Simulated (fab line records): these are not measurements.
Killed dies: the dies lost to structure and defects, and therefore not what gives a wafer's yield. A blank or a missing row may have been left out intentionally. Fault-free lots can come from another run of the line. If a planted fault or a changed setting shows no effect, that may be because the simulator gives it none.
Struck lot and sound lot, side by side || flow nand_harc || 42 steps out of a route of 1159
Sound: wafers L321.2, L321.3, L321.5. Wafers struck: L329.1, L329.4, L329.6. At the end, the cause is stated.
Each step with rows lists, per side, the tool, then ch with its chambers, then its first start. Under that, the readings that differ: sound wafers || struck wafers || difference of the means || sigmas: that difference in standard deviations of wafers without a fault.
alike: same words and numbers on both sides, and readings whose means sit less than 2 such deviations apart. not compared: any withheld reading, any reading some wafer has no value for, any bound like >300 that may hide the same value, and any number with overlapping values for which the record gives no deviation.
The two part at a step that has a row with sigmas, a row that says differs or no value, or rows on one side only. Non-overlapping numbers with no deviation appear without sigmas and do not part them. Lack of a reading on every wafer of one side parts them only where that side has two or more wafers.

first, 1 step without rows for these wafers: NHARC_A_CONTACT_ETCH_113 (etches the open film in C4F8/O2/Ar, time 94 s, target depth 922 nm).
NHARC_A_CONTACT_ETCH_114: etches the open film in C4F8/O2/Ar, time 94 s, target depth 922 nm.
  sound on har_cap_etch-02 ch 0,1, day 17 02:48; struck on har_cap_etch-02 ch 0, day 19 02:07
  not compared: rf_hours_counter_h
then, 1 step without rows for these wafers: NHARC_A_CONTACT_ETCH_115 (etches the open film in C4F8/O2/Ar, time 94 s, target depth 922 nm).
NHARC_A_CONTACT_ETCH_116: etches the open film in C4F8/O2/Ar, time 94 s, target depth 922 nm.
  sound on har_cap_etch-02 ch 0,1, day 17 03:01; struck on har_cap_etch-02 ch 0, day 19 02:18
  not compared: rf_hours_counter_h
then, 2 steps without rows for these wafers: NHARC_A_CONTACT_ETCH_117 (etches the open film in C4F8/O2/Ar, time 94 s, target depth 922 nm); NHARC_A_CONTACT_ETCH_118 (etches the open film in C4F8/O2/Ar, time 94 s, target depth 922 nm).
NHARC_A_CONTACT_ETCH_119: etches the open film in C4F8/O2/Ar, time 94 s, target depth 922 nm.
  sound on har_cap_etch-02 ch 0,1, day 17 03:23; struck on har_cap_etch-02 ch 0, day 19 02:34
  not compared: rf_hours_counter_h
then, 1 step without rows for these wafers: NHARC_A_CONTACT_ETCH_120 (etches the open film in C4F8/O2/Ar, time 94 s, target depth 922 nm).
NHARC_A_CONTACT_ETCH_121: etches the open film in C4F8/O2/Ar, time 94 s, target depth 922 nm.
  sound on har_cap_etch-02 ch 0,1, day 17 03:37; struck on har_cap_etch-02 ch 0, day 19 02:46
  not compared: rf_hours_counter_h
then, 3 steps without rows for these wafers: NHARC_A_CONTACT_ETCH_122 (etches the open film in C4F8/O2/Ar, time 95 s, target depth 930 nm); NHARC_A_CONTACT_ETCH_123 (etches the open film in C4F8/O2/Ar, time 253 s, target depth 1090 nm); NHARC_A_CONTACT_ETCH_90 (etches the open film in CH3F/O2, target depth 40 nm, time 85.7 s).
NHARC_A_CONTACT_ETCH_96: etches the open film in C4F6/O2, target depth 20 nm, time 10 s.
  sound on rie_diel-10 ch 0,2,3, day 17 04:43; struck on rie_diel-10 ch 0,2,3, day 19 04:08
{"reading": "oes_product_au (a.u.)", "sound": "0.986 1.002 0.984", "struck": "0.936 0.942 0.918", "difference": -0.059, "sigmas": -2}
  alike: bias_w, drypump_motor_current_A, o2_flow_sccm, rf_vpp_V, showerhead_plenum_p_Torr, throttle_valve_pct
  not compared: rf_hours_counter_h
NHARC_A_CONTACT_CD_MEAS_53:
  sound on cd_sem-02, day 17 04:48; struck on cd_sem-03, day 19 04:14
  alike: cd_nm
then, 6 steps without rows for these wafers: NHARC_A_CONTACT_STRIP_99 (strips in N2/H2); NHARC_A_CONTACT_STRIP_100 (strips in CF4/CHF3); NHARC_A_CONTACT_STRIP_101 (strips in O2/COS); NHARC_A_CONTACT_ETCH_102 (etches the open film in CF4/O2, target depth 70 nm, overetch 7 nm, time 38.5 s); NHARC_A_CONTACT_STRIP_55 (strips in O2); NHARC_A_CONTACT_STRIP_56 (strips in post etch residue remover, time 600 s).
NHARC_A_CONTACT_DEP_57: deposits aC, target thk 2800 nm.
  sound on acl_dep-02 ch 0, day 17 06:08; struck on acl_dep-01 ch 0, day 19 06:04
  alike: susceptor_temp_C, throttle_valve_pct
then, 11 steps without rows for these wafers: NHARC_A_CONTACT_DEP_58 (deposits SiON, target thk 60 nm); NHARC_A_CONTACT_DEHYDRATE_59 (time 120 s); NHARC_A_CONTACT_HMDS_60 (time 30 s); NHARC_A_CONTACT_COAT_61 (time 75 s); NHARC_A_CONTACT_COAT_62 (time 65 s); NHARC_A_CONTACT_COAT_63 (resist thk 90 nm); NHARC_A_CONTACT_SOFTBAKE_64 (time 55 s); NHARC_A_CONTACT_EBR_65; NHARC_A_CONTACT_EXPOSE_66 (exposes mask A CC 2); NHARC_A_CONTACT_PEB_67 (peb time 65 s); NHARC_A_CONTACT_DEVELOP_68 (develop time 35 s).
NHARC_A_CONTACT_CD_MEAS_69: the cd target is 200 nm.
  sound on cd_sem-03 ch 0, day 17 08:11; struck on cd_sem-02 ch 0, day 19 08:26
  alike: cd_nm
NHARC_A_CONTACT_OVL_MEAS_70:
  sound on overlay-02, day 17 08:17; struck on overlay-02, day 19 08:31
  alike: overlay_x_nm, overlay_y_nm
then, 7 steps without rows for these wafers: NHARC_A_CONTACT_DESCUM_74 (chemistry O2, time 3 s); NHARC_A_CONTACT_ETCH_75 (etches the open film in CF4, target depth 39 nm, time 65 s); NHARC_A_CONTACT_ETCH_76 (etches the open film in N2/H2, target depth 260 nm, time 475.3 s); NHARC_A_CONTACT_ETCH_77 (etches the open film in CF4/CHF3, target depth 72.6 nm, time 36.3 s); NHARC_A_CONTACT_ETCH_78 (etches the open film in O2/COS, target depth 2800 nm, time 728 s); NHARC_A_CONTACT_ETCH_124 (etches the open film in C4F8/O2/Ar, time 140 s, target depth 700 nm); NHARC_A_CONTACT_ETCH_125 (etches the open film in C4F8/O2/Ar, time 155 s, target depth 956 nm).
-- jump in the record: it breaks off in module A_CONTACT and resumes in module END (first step shown: number 1159 of the route), and 3 days separate the struck wafers' starts before and after --
NHARC_END_SORT_01:
  the record has rows for the struck wafers here (prober-02 ch 0, day 22 02:51) and none for the sound ones

## WHERE THEY PART
Last at NHARC_END_SORT_01 as far as this record goes, first at NHARC_A_CONTACT_ETCH_96.

WHY: what had been put in by the simulator
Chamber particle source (rie_diel-10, NHARC_A_CONTACT_ETCH_96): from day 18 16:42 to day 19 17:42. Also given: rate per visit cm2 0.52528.
